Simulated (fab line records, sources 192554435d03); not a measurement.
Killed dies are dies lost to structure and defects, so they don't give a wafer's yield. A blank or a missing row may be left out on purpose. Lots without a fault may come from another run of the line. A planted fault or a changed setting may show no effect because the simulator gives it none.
fab line records | flow n5_finfet
record lots=9 wafers=26 last_day=20
route steps=1938 shown BEOL_M0@721 BEOL_M1@751 BEOL_M4@1111 PASSIVATION@1936
lots that met no fault: from a run of the same line without faults
start_h: hours from the record's first day to the start of the lot's first wafer shown | wait_h: hours since the lot's step before | " the same as in the row above | L1.1+2: a row that stands for several wafers | - no value, or no start given | * or withheld: withheld | < > ~ a bound
route shown NAME@n: a module of which the file shows steps, and the number in the route of the first | usual: mean/standard deviation of fault-free wafers | same: alike in all rows | chamber/n: place in a boat | sites: the reading at each site | _std_site: their standard deviation | _edge_site: outer sites' mean less inner sites' | radius_mm: how far each site lies from the wafer's centre | mask NAME#n: copy n | behind: the tool/chamber that last shaped the wafer | hold: why the lot was held/for how many hours/how that ended | device: the transistor (n, p or np) that didn't switch | end of line: the same wafers' tests at the end of the route | a step without rows: its recipe alone | killed: dies lost to structure and defects at the first sort, not the wafer's yield | map: a wafer's dies, x killed, . not, _ none there
set.NAME: the setting as run; set.NAME@STEP: as run at that earlier step | model.NAME: the simulator's own value behind a step, which no gauge read
steps of the route over a sample of lots; a table a step, a row a wafer
services: from which hour (start_h, from the record's first day; less than 0 if before it) a tool's chamber was out of use, for how many hours, and why
## steps
# step N5_BEOL_M0_TRENCH_ETCH_107
# recipe chemistry=C4F6/O2 target_depth_a=328 target=SiOC time_s=16.4 ion_energy_ev=250 pressure_mtorr=30 source_w=355 bias_w=185 Ar_flow_sccm=300 C4F6_flow_sccm=10 O2_flow_sccm=10
# usual O2_flow_sccm=9.997/0.029 drypump_motor_current_A=5.6/0.41 oes_product_au=0.75/0.058 rf_vpp_V=668/17 showerhead_plenum_p_Torr=2.82/0.1 throttle_valve_pct=20.94/0.23
# columns lot.wafer tool chamber start_h wait_h O2_flow_sccm drypump_motor_current_A oes_product_au rf_hours_counter_h rf_vpp_V showerhead_plenum_p_Torr throttle_valve_pct
L120.2 rie_diel-05 0 119.36 0.0 9.959 5.2 0.77 166 665 2.72 20.65
L120.3 " 1 " " 10.002 6.1 0.80 112 668 2.85 21.11
L120.5 " 3 " " 9.975 5.5 0.68 - 655 2.74 20.89
L122.4 rie_diel-05 2 128.53 0.0 10.038 5.3 0.71 199 674 2.97 21.07
L122.5 " 3 " " 9.988 5.5 0.69 - 657 2.73 20.92
L125.1 rie_diel-05 2 145.75 0.0 10.000 5.3 0.71 206 674 2.97 21.07
L125.4 " 1 " " 9.993 6.2 0.79 122 667 2.84 21.15
L125.6 " 0 " " 9.958 5.1 0.75 - 665 2.72 20.66
L126.1 rie_diel-04 1 166.35 12.5 10.030 6.1 0.74 171 656 2.74 21.13
L126.3 " 2 " " 10.065 5.6 0.92 25 668 2.94 21.22
L126.6 " 1 " " 10.036 6.1 0.73 - 655 2.74 21.16
L128.2 rie_diel-01 2 167.76 0.0 9.993 5.1 0.71 201 653 2.83 21.09
L128.4 " 0 " " 9.992 6.2 0.70 229 655 2.94 21.12
L128.5 " 3 " " 10.010 5.0 0.78 - 673 2.73 20.91
L138.1 rie_diel-04 2 223.29 0.0 9.997 5.6 0.90 41 667 2.93 21.22
L138.3 " 1 " " 10.016 6.1 0.72 189 657 2.73 21.18
L138.5 " 2 " " 10.015 5.6 0.89 - 667 2.93 21.23
L140.4 rie_diel-01 2 232.88 0.0 9.952 5.1 0.70 - 654 2.83 21.09
L140.5 " 3 " " 9.960 5.0 0.76 - 673 2.72 20.91
L140.6 " 1 " " 9.979 5.8 0.78 - 706 3.00 20.82
L142.2 rie_diel-05 2 254.22 0.0 10.002 5.3 0.68 243 674 2.95 21.12
L142.3 " 0 " " 10.015 5.1 0.72 211 663 2.70 20.73
L142.4 " 1 " " 9.955 6.2 0.76 - 667 2.83 21.16
L143.1 rie_diel-05 0 261.68 0.0 9.946 5.1 0.72 214 665 2.70 20.73
L143.4 " 1 " " 9.984 6.1 0.76 - 667 2.83 21.18
L143.6 " 2 " " 10.015 5.3 0.68 - 672 2.95 21.15
# step N5_BEOL_M0_OCD_MEAS_108
# usual trench_depth_nm=32.9/0.87
# columns lot.wafer tool chamber start_h wait_h trench_depth_nm
L120.2 ocd-02 - 119.46 0.1 33.5
L120.3 " - " " 33.3
L120.5 " - " " 31.9
L122.4 ocd-02 - 128.64 0.1 31.7
L122.5 " - " " 31.6
L125.1 ocd-02 - 145.85 0.1 32.1
L125.4 " - " " 33.9
L125.6 " - " " 32.9
L126.1 ocd-02 - 166.45 0.1 32.2
L126.3 " - " " 34.3
L126.6 " - " " 32.3
L128.2 ocd-01 - 167.86 0.1 31.9
L128.4 " - " " 33.3
L128.5 " - " " 32.6
L138.1 ocd-02 - 223.39 0.1 35.1
L138.3 " - " " 32.6
L138.5 " - " " 35.1
L140.4 ocd-02 - 232.98 0.0 32.0
L140.5 " - " " 32.7
L140.6 " - " " 32.4
L142.2 ocd-02 - 254.33 0.1 32.1
L142.3 " - " " 32.2
L142.4 " - " " 33.3
L143.1 ocd-01 - 261.78 0.1 33.1
L143.4 " - " " 33.4
L143.6 " - " " 32.3
# step N5_BEOL_M0_ANNEAL_117
# recipe temp_c=400 time_s=60 ambient=vacuum
# usual heater_power_w=821/56
# columns lot.wafer tool chamber start_h wait_h heater_power_w
L120.2 pvd_sputter-03 - 121.58 0.0 826
L120.3 " - " " 897
L120.5 " - " " 847
L122.4 pvd_sputter-03 - 130.29 0.0 830
L122.5 " - " " 790
L125.1 pvd_sputter-03 - 147.18 0.0 854
L125.4 " - " " 784
L125.6 " - " " 866
L126.1 pvd_sputter-02 - 167.93 0.0 852
L126.3 " - " " 782
L126.6 " - " " 856
L128.2 pvd_sputter-01 - 170.11 0.0 734
L128.4 " - " " 866
L128.5 " - " " 739
L138.1 pvd_sputter-02 - 224.59 0.0 876
L138.3 " - " " 798
L138.5 " - " " 857
L140.4 pvd_sputter-01 - 236.01 0.0 921
L140.5 " - " " 853
L140.6 " - " " 918
L142.2 pvd_sputter-03 - 256.03 0.0 790
L142.3 " - " " 812
L142.4 " - " " 887
L143.1 pvd_sputter-02 - 265.52 0.0 794
L143.4 " - " " 723
L143.6 " - " " 848
# step N5_BEOL_M1_ILD_DEP_00
# recipe material=SiOC target_thk_a=790 temp_c=350 precursor=DEMS/O2 pressure_torr=5 rf_w=500 time_s=15.3
# usual heater_power_w=531/96 showerhead_plenum_p_Torr=5.699/0.014 throttle_valve_pct=12.0/0.73
# columns lot.wafer tool chamber start_h wait_h heater_power_w showerhead_plenum_p_Torr throttle_valve_pct
L120.2 pecvd-03 2 123.24 0.0 681 5.675 11.7
L120.3 " 1 " " 491 5.714 11.5
L120.5 " 0 " " 618 5.702 13.5
L122.4 pecvd-03 0 131.79 0.1 639 5.714 13.7
L122.5 " 2 " " 733 5.694 11.6
L125.1 pecvd-03 1 148.98 0.0 540 5.721 11.1
L125.4 " 0 " " 595 5.731 13.4
L125.6 " 2 " " 700 5.684 11.4
L126.1 pecvd-02 1 169.32 0.0 562 5.697 12.4
L126.3 " 0 " " 679 5.702 11.9
L126.6 " 2 " " 522 5.716 11.3
L128.2 pecvd-01 2 171.51 0.0 489 5.697 11.3
L128.4 " 1 " " 406 5.687 11.9
L128.5 " 2 " " 491 5.707 11.2
L138.1 pecvd-03 2 225.98 0.0 700 5.677 11.7
L138.3 " 1 " " 508 5.706 11.4
L138.5 " 2 " " 705 5.668 11.6
L140.4 pecvd-03 2 237.42 0.1 688 5.674 11.8
L140.5 " 0 " " 630 5.719 13.7
L140.6 " 1 " " 514 5.701 11.5
L142.2 pecvd-01 2 257.54 0.0 501 5.680 11.5
L142.3 " 1 " " 363 5.680 12.2
L142.4 " 0 " " 438 5.682 12.6
L143.1 pecvd-01 0 266.92 0.0 467 5.679 12.6
L143.4 " 0 " " 468 5.677 12.5
L143.6 " 1 " " 382 5.696 12.3
# step N5_BEOL_M1_THK_MEAS_01
# recipe reads=SiOC_of_BEOL_M1_ILD_DEP_00
# usual M1_ILD_THK=79.1/1.3
# columns lot.wafer tool chamber start_h wait_h M1_ILD_THK[nm]
L120.2 film_metro-02 - 123.31 0.1 78.8
L120.3 " - " " 78.9
L120.5 " - " " 79.7
L122.4 film_metro-02 - 131.85 0.0 79.1
L122.5 " - " " 81.2
L125.1 film_metro-01 - 149.05 0.0 77.6
L125.4 " - " " 78.7
L125.6 " - " " 80.7
L126.1 film_metro-02 - 169.39 0.0 79.6
L126.3 " - " " 79.2
L126.6 " - " " 79.7
L128.2 film_metro-01 - 171.79 0.3 78.1
L128.4 " - " " 79.7
L128.5 " - " " 79.4
L138.1 film_metro-01 - 226.05 0.0 79.2
L138.3 " - " " 39.0
L138.5 " - " " 81.4
L140.4 film_metro-02 - 237.47 0.0 81.0
L140.5 " - " " 80.1
L140.6 " - " " 39.7
L142.2 film_metro-01 - 257.61 0.1 77.9
L142.3 " - " " 77.8
L142.4 " - " " 77.9
L143.1 film_metro-01 - 266.98 0.0 77.4
L143.4 " - " " 78.0
L143.6 " - " " 78.6
# step N5_BEOL_M4_RC_MEAS_101
# usual DIBL_N=36.5/2.1 DIBL_P=36.6/2.6 IOFF_N=0.17/0.044 IOFF_P=0.21/0.048 ION_N=674/17 ION_P=462/9.5 SS_N=71.6/0.77 SS_P=73.5/0.72 VT_N=250/4.2 VT_P=-250/3.9
# columns lot.wafer tool chamber start_h wait_h DIBL_N[mV/V] DIBL_P[mV/V] IOFF_N[nA/um] IOFF_P[nA/um] ION_N[uA/um] ION_P[uA/um] SS_N[mV/dec] SS_P[mV/dec] VT_N[mV] VT_P[mV]
L120.2 prober-02 0 194.37 0.2 36.8 36.2 0.19 0.25 686 468 71.4 74.0 246 -245
L120.3 " 0 " " 34.5 33.7 0.15 0.22 673 466 71.3 73.4 252 -247
L120.5 " 0 " " 35.9 34.8 0.18 0.22 683 469 71.5 73.4 245 -249
L122.4 prober-02 0 224.41 0.5 34.9 33.9 0.13 0.17 671 460 70.6 73.4 255 -254
L122.5 " 0 " " 37.0 37.6 0.17 0.22 684 468 71.1 74.7 248 -252
L125.1 prober-02 0 236.60 0.0 34.7 35.1 0.13 0.16 675 459 70.9 73.1 255 -254
L125.4 " 0 " " 36.8 38.1 0.17 0.21 687 468 71.0 73.9 249 -252
L125.6 " 0 " " 32.4 33.0 0.10 0.15 657 460 70.7 71.7 254 -254
L128.2 prober-02 0 250.70 0.2 35.6 36.7 0.16 0.20 667 461 71.5 73.4 247 -250
L128.4 " 0 " " 36.0 35.2 0.15 0.17 651 445 72.3 73.0 253 -253
L128.5 " 0 " " 32.7 32.9 0.11 0.16 653 454 70.0 73.2 254 -254
L126.1 prober-01 0 261.62 0.0 39.1 39.4 0.21 0.24 694 469 72.9 74.1 247 -248
L126.3 " 0 " " 37.9 39.1 0.18 0.23 666 461 72.4 73.7 250 -251
L126.6 " 0 " " 34.6 33.8 0.12 0.17 664 457 70.8 73.6 255 -254
L138.1 prober-01 0 323.65 0.0 36.8 35.2 0.14 0.17 642 446 71.7 73.2 255 -254
L138.5 " 0 " " 41.3 41.4 0.27 0.28 686 459 73.6 74.2 246 -251
L140.4 prober-01 0 331.73 0.5 37.5 38.9 0.19 0.24 684 467 71.8 73.3 248 -251
L140.5 " 0 " " 36.8 37.7 0.17 0.23 680 472 72.5 73.1 249 -248
L142.2 prober-02 0 339.48 0.2 34.4 33.6 0.13 0.17 667 457 70.5 72.3 250 -251
L142.3 " 0 " " 36.6 36.6 0.17 0.22 691 472 71.7 73.8 249 -248
L142.4 " 0 " " 37.4 37.9 0.18 0.24 679 468 71.6 73.5 250 -246
L143.1 prober-01 0 349.42 0.0 34.9 36.2 0.12 0.17 664 459 71.3 73.3 257 -256
L143.4 " 0 " " 37.3 38.6 0.16 0.21 671 469 71.8 74.0 252 -251
L143.6 " 0 " " 35.3 35.4 0.13 0.16 666 453 71.5 72.8 255 -258
# step N5_PASSIVATION_PROBE_49
# usual defect_limited_yield=91.2/1.5 killed_at_M0_to_M3=36/10 killed_at_M4_up=14/5.2 killed_at_contacts=12/6 killed_at_front_end=37/10 killed_at_other=4/3.3 killed_dies=104/18 killed_on_rim=14/4.1 killed_open=68/14 killed_short=34/7.4 sort_bin_5_function=5.2/1 sort_bin_6_memory=3.3/0.7 sort_bin_8_speed=0.01/0.045 sort_n_pass=1076/18 sort_yield_pct=91.2/1.5
# same gross_dies=1180 killed_at_back_side=0 sort_bin_4_leakage[%]=0
# columns lot.wafer tool chamber start_h wait_h defect_limited_yield[%] killed_at_M0_to_M3 killed_at_M4_up killed_at_contacts killed_at_front_end killed_at_other killed_dies killed_on_rim killed_open killed_short sort_bin_5_function[%] sort_bin_6_memory[%] sort_bin_8_speed[%] sort_n_pass sort_yield_pct[%]
L138.1 prober-02 - 439.42 0.0 89.2 50 14 10 46 8 128 15 91 36 6.9 3.6 0.08 1051 89.1
L138.3 prober-02 - 439.52 0.1 0 1106 9 16 45 4 1180 152 86 28 7.0 2.5 0 0 0
L138.5 prober-02 - 439.62 0.2 91.6 46 11 7 29 6 99 11 68 29 5.3 2.5 0 1081 91.6
L140.4 prober-02 - 460.19 0.2 93.1 42 10 7 22 0 81 8 54 26 4.4 2.1 0 1099 93.1
L140.5 prober-02 - 460.24 0.2 92.7 42 10 6 27 1 86 6 55 30 4.4 2.6 0 1094 92.7
L140.6 prober-02 - 460.29 0.3 0 1131 9 16 23 1 1180 152 72 30 4.5 4.3 0 0 0
# killed by level:class
L138.1 BEOL_M2:geometric_particle:open=20 STI_FIN_REVEAL:geometric_particle:open=15 BEOL_M1:geometric_particle:open=11 MOL_CONTACT_COAG:geometric_particle:open=8 FIN_SAQP:geometric_particle:open=7 BEOL_M0_SAQP:geometric_particle:open=6 BEOL_M0_SAQP:geometric_particle:short=5 BEOL_M5:geometric_particle:open=5
L138.3 BEOL_M1:area_dep=1064 BEOL_M1:geometric_particle:open=15 MOL_CONTACT_COAG:geometric_particle:open=12 BEOL_M2:geometric_particle:open=11 STI_FIN_REVEAL:geometric_particle:open=10 FIN_SAQP:geometric_particle:open=9 BEOL_M3:geometric_particle:open=6 FIN_SAQP:geometric_particle:short=4
L138.5 BEOL_M0_SAQP:geometric_particle:short=8 BEOL_M1:geometric_particle:open=8 BEOL_M2:geometric_particle:open=8 BEOL_M3:geometric_particle:open=8 MOL_CONTACT_COAG:geometric_particle:open=6 BEOL_M0_SAQP:geometric_particle:open=6 FIN_SAQP:geometric_particle:open=5 GATE_CUT:geometric_particle:open=5
L140.4 BEOL_M3:geometric_particle:open=8 BEOL_M3:geometric_particle:short=7 BEOL_M1:geometric_particle:open=7 BEOL_M0_SAQP:geometric_particle:open=6 MOL_CONTACT_COAG:geometric_particle:open=6 BEOL_M2:geometric_particle:open=6 BEOL_M1:geometric_particle:short=5 FIN_SAQP:geometric_particle:open=4
L140.5 BEOL_M3:geometric_particle:open=14 BEOL_M1:geometric_particle:open=9 MOL_CONTACT_COAG:geometric_particle:open=6 BEOL_M0_SAQP:geometric_particle:short=6 FIN_SAQP:geometric_particle:open=5 GATE_CUT:geometric_particle:short=5 BEOL_M0_SAQP:geometric_particle:open=5 ILD0:geometric_particle:short=4
L140.6 BEOL_M1:area_dep=1075 MOL_CONTACT_COAG:geometric_particle:open=14 BEOL_M3:geometric_particle:open=13 BEOL_M0_SAQP:geometric_particle:open=10 BEOL_M0_SAQP:geometric_particle:short=9 BEOL_M2:geometric_particle:open=9 BEOL_M1:geometric_particle:open=5 GATE_CUT:geometric_particle:short=4
## services
# columns tool chamber start_h hours kind
pvd_sputter-03 - 99.50 1.7 repair
pecvd-02 - 107.90 2.6 repair
pecvd-01 0 126.68 2.1 scheduled_down
pecvd-01 1 132.36 2.1 scheduled_down
pecvd-03 0 133.11 3.9 repair
pvd_sputter-01 - 155.50 4.5 repair
rie_diel-01 2 171.91 16.9 repair
pecvd-02 - 189.15 0.8 pm
pecvd-01 - 194.92 1.3 repair
rie_diel-04 2 196.85 3.7 repair
pecvd-02 2 202.38 - clean
pecvd-02 1 206.22 2.9 repair
pvd_sputter-01 - 219.23 4.0 repair
rie_diel-01 0 223.62 - clean
rie_diel-01 0 223.62 - consumable_replace:focus_ring
rie_diel-01 0 223.62 32.8 scheduled_down
rie_diel-01 0 223.62 32.8 vent_cycle
pecvd-03 1 226.92 4.8 repair
rie_diel-05 3 240.08 - clean
rie_diel-05 3 240.08 - consumable_replace:focus_ring
rie_diel-05 3 240.08 - consumable_replace:showerhead
rie_diel-05 3 240.08 25.9 scheduled_down
rie_diel-05 3 240.08 25.9 vent_cycle
pecvd-03 - 255.03 14.6 pm
## key
first_sign step=N5_BEOL_M1_THK_MEAS_01 reading=M1_ILD_THK direction=down sigmas=30 usual=79.1 struck=39.4
effect step=N5_PASSIVATION_PROBE_49 reading=killed_at_M0_to_M3 direction=up sigmas=99+ usual=36 struck=1118
more_kills_born_at N5_BEOL_M1_ILD_DEP_00@pecvd-03=2139
met_at N5_BEOL_M1_ILD_DEP_00
struck_lots L138,L140
struck_wafers L138.3,L140.6
later_rows_left_out L138.3,L140.6
not_acting_at N5_BEOL_M0_TRENCH_ETCH_107,N5_BEOL_M0_OCD_MEAS_108,N5_BEOL_M0_ANNEAL_117
onset_between 148.98 225.98
fault kind=process_parameter_drift tool=pecvd-03 chamber=1 onset_h=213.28 steps=N5_BEOL_M1_ILD_DEP_00 channel=time_s offset=* shape=step end_h=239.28 acts_in=* stated=*
# later_rows_left_out: the simulator's readings of these wafers behind a module that went badly wrong aren't trusted and aren't shown, but for the sort
